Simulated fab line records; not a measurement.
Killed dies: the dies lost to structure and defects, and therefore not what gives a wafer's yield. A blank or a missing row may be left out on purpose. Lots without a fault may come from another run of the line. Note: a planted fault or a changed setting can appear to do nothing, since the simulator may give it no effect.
Split-lot trial | flow n5Finfet | 21 wafers read from 7 lots, route of 1938 steps

ABOUT THE SPLIT
At N5_FIN_CUT_CUT_ETCH_15 (etches Si in HBr/Cl2/O2, target depth 100 nm, bt time 10 s, time 42.4 s), the setting timeS was moved away from the recipe's 42.4 s on 11 of the 21 wafers read, by -8.0% to +22.1%. The other wafers ran this setting at the recipe's value.

Reading taken at the split's own step.

THE READING
SOC_of_FIN_CUT_COAT_18.thkNm (the simulator's own value, which no gauge read), in nm, at N5_FIN_CUT_CUT_ETCH_15 (etches Si in HBr/Cl2/O2, target depth 100 nm, bt time 10 s, time 42.4 s). The file gives no usual value for it. Average 169.7 nm, standard deviation 0.66 nm, over the 10 wafers here run with the recipe.

wafer  | tool, chamber at the split | timeS as run, s | against the recipe | SOC_of_FIN_CUT_COAT_18.thkNm, nm | against lot-mates on the recipe
L079.1 | rieSi-05, 0                | 42.4            | recipe             | 170.2                            | -
L079.3 | rieSi-05, 2                | 51.78           | +22.1%             | 160.2                            | -10.1
L079.4 | rieSi-05, 1                | 42.4            | recipe             | 170.4                            | -
L080.2 | rieSi-06, 1                | 39              | -8.0%              | 172.8                            | +4.4
L080.4 | rieSi-06, 3                | 39              | -8.0%              | 172.4                            | +4.0
L080.5 | rieSi-06, 0                | 42.4            | recipe             | 168.4                            | -
L082.1 | rieSi-05, 3                | 47.67           | +12.4%             | 166.2                            | -3.6
L082.5 | rieSi-05, 1                | 42.4            | recipe             | 169.8                            | -
L082.6 | rieSi-05, 3                | 47.67           | +12.4%             | 165.6                            | -4.2
L083.1 | rieSi-05, 0                | 42.4            | recipe             | 169.8                            | -
L083.3 | rieSi-05, 3                | 42.4            | recipe             | 170.6                            | -
L083.5 | rieSi-05, 3                | 48.54           | +14.5%             | 164.8                            | -5.4
L092.2 | rieSi-05, 3                | 48.49           | +14.4%             | 164.6                            | no lot-mate on the recipe
L092.4 | rieSi-05, 0                | 48.49           | +14.4%             | 165                              | no lot-mate on the recipe
L092.5 | rieSi-05, 2                | 48.49           | +14.4%             | 164.2                            | no lot-mate on the recipe
L094.3 | rieSi-06, 1                | 50.12           | +18.2%             | 164.8                            | -4.0
L094.4 | rieSi-06, 3                | 50.12           | +18.2%             | 163.6                            | -5.2
L094.6 | rieSi-06, 0                | 42.4            | recipe             | 168.8                            | -
L096.1 | rieSi-05, 1                | 42.4            | recipe             | 170                              | -
L096.4 | rieSi-05, 3                | 42.4            | recipe             | 170                              | -
L096.6 | rieSi-05, 2                | 42.4            | recipe             | 169.4                            | -

THE FIT
A straight line over all 21 wafers: SOC_of_FIN_CUT_COAT_18.thkNm changes by -0.353 nm for each +1% of timeS; r = -0.98; the points scatter about the line by 0.75 nm.
The same after taking each lot's own level away (the mean of its wafers on the recipe; 18 wafers): -0.367 nm for each +1%; r = -0.96; scatter 1 nm.
Per that fit: largest timeS move, reading shift of 8.1 nm.
The lots' own levels span 168.40 to 170.30 nm, that is 2.9 times the standard deviation above.
The two slopes agree, so the slope changes little with the lot-to-lot level.
Check: with one of the wafers moved furthest among these (+22.1%) left out of the fit, the line predicts -6.93 nm for it against its lot-mates. Against them it came out at -10.1 nm.

OTHER SPLITS APPLIED TO THESE WAFERS
Before the reading, these wafers also passed through other splits. Each is held against what the fit with the lots' levels taken away leaves over:
other split on the same wafers           | wafers away from the commonest value | r with SOC_of_FIN_CUT_COAT_18.thkNm (lot level and that fit taken away)
N5_ZERO_LAYER_ETCH_18 icpW               | 7                                    | -0.10
N5_FIN_SAQP_ALD_61 aldCycles             | 5                                    | +0.25
N5_FIN_SAQP_PECVD_47 timeS               | 7                                    | -0.11
N5_FIN_SAQP_ETCH_52 sourceW              | 7                                    | +0.63
N5_FIN_SAQP_MANDREL_ETCH_22 overEtchFrac | 3                                    | +0.08

THE WHOLE CHAIN: every reading that the file lists as answering this split, in the file's order
step                   | what it does                                                            | reading                                                                       | change (the file's fit)               | r (the file's)
N5_FIN_CUT_CUT_ETCH_15 | etches Si in HBr/Cl2/O2, target depth 100 nm, bt time 10 s, time 42.4 s | FIN_CUT.featureDepthNm (the simulator's own value, which no gauge read)       | +1 nm for each +1% of the setting     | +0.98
N5_FIN_CUT_CUT_ETCH_15 | etches Si in HBr/Cl2/O2, target depth 100 nm, bt time 10 s, time 42.4 s | etch.depthNm (the simulator's own value, which no gauge read)                 | +1 nm for each +1% of the setting     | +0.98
N5_FIN_CUT_CUT_ETCH_15 | etches Si in HBr/Cl2/O2, target depth 100 nm, bt time 10 s, time 42.4 s | SOC_of_FIN_CUT_COAT_18.thkNm (the simulator's own value, which no gauge read) | -0.374 nm for each +1% of the setting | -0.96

FILE'S OWN FIT
SOC_of_FIN_CUT_COAT_18.thkNm changes by -0.374 nm for each +1% of timeS, r = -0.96.
